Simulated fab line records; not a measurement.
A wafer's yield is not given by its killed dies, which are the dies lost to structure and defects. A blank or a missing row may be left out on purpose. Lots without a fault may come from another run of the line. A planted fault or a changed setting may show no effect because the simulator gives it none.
Split-lot experiment -- flow n5Finfet -- 21 wafers read across 7 lots, on a route 1938 steps long

ABOUT THE SPLIT
At N5_BEOL_M2_EXPOSE_25 (exposes mask V1, defocus 5 nm), the setting doseMj was moved away from the recipe's 63 on 3 of the 21 wafers read, by -2.7% to +7.3%. All remaining wafers had this setting at the recipe value.

FROM THE SPLIT TO THE READING: what the file shows between them, 2 steps
- N5_BEOL_M2_PEB_26: peb time 60 s
- N5_BEOL_M2_DEVELOP_27: develop time 30 s

THE READING
cdNm, in nm, at N5_BEOL_M2_CD_MEAS_28 (target cd 26.2 nm, target cd y 24.1 nm). Fault-free wafers of this fab line usually give 26.22 nm, standard deviation 0.24 nm.

wafer,"tool, chamber at the split",doseMj as run,against the recipe,"cdNm, nm",against lot-mates on the recipe
L077.2,"euvScanner-02, 0",67.63,+7.3%,27.60,+1.19
L077.4,"euvScanner-02, 0",63,recipe,26.57,-
L077.5,"euvScanner-02, 0",63,recipe,26.25,-
L079.1,"euvScanner-01, 0",63,recipe,26.25,-
L079.5,"euvScanner-01, 0",63,recipe,26.52,-
L079.6,"euvScanner-01, 0",63,recipe,26.35,-
L082.1,"euvScanner-01, 0",63,recipe,26.43,-
L082.2,"euvScanner-01, 0",63,recipe,26.11,-
L082.5,"euvScanner-01, 0",63,recipe,26.15,-
L085.1,"euvScanner-01, 0",63,recipe,26.03,-
L085.5,"euvScanner-01, 0",63,recipe,26.04,-
L085.6,"euvScanner-01, 0",63,recipe,25.83,-
L089.1,"euvScanner-01, 0",63,recipe,26.14,-
L089.2,"euvScanner-01, 0",64.53,+2.4%,26.50,+0.34
L089.6,"euvScanner-01, 0",63,recipe,26.18,-
L093.4,"euvScanner-02, 0",63,recipe,26.35,-
L093.5,"euvScanner-02, 0",61.32,-2.7%,26.06,-0.24
L093.6,"euvScanner-02, 0",63,recipe,26.25,-
L095.1,"euvScanner-01, 0",63,recipe,26.40,-
L095.2,"euvScanner-01, 0",63,recipe,26.37,-
L095.4,"euvScanner-01, 0",63,recipe,26.29,-

THE FIT
A straight line over all 21 wafers: cdNm changes by +0.163 nm for each +1% of doseMj; r = +0.85; the points scatter about the line by 0.19 nm.
The same after taking each lot's own level away (the mean of its wafers on the recipe; 21 wafers): +0.151 nm for each +1%; r = +0.93; scatter 0.11 nm.
The reading moves by 1.1 nm for the largest change in doseMj, on that fit.
The lots' own levels span 25.967 to 26.410 nm, that is 1.8 times the standard deviation above.
Hence the lot-to-lot level has little effect on the slope; both slopes agree.
Check: for one of the wafers moved furthest among these (+7.3%), held out of the fit, the line's prediction against its lot-mates is +0.835 nm. Against them it came out at +1.19 nm.

FURTHER SPLITS ON THESE WAFERS
Other splits were also applied to these wafers ahead of the reading. Each is held against what the fit with the lots' levels taken away leaves over:
other split on the same wafers,wafers away from the commonest value,r with cdNm (lot level and that fit taken away)
N5_HKMG_FIN_ETCH_55 biasW,5,+0.36
N5_GATE_CUT_DESCUM_18 timeS,5,+0.11
N5_MOL_CONTACT_COAG_COAT_34 spinRpm,7,-0.16
N5_BEOL_M0_SAQP_PECVD_04 timeS,9,+0.06
N5_BEOL_M0_SAQP_DEVELOP_13 developTimeS,4,+0.01
N5_BEOL_M0_SAQP_ETCH_88 sourceW,5,-0.17
N5_BEOL_M0_SAQP_CUT_ETCH_46 sourceW,5,+0.09
N5_BEOL_M1_HM_DEP_02 targetThkA,7,-0.02

THE FILE'S OWN FIT
cdNm changes by +0.152 nm for each +1% of doseMj, r = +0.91.
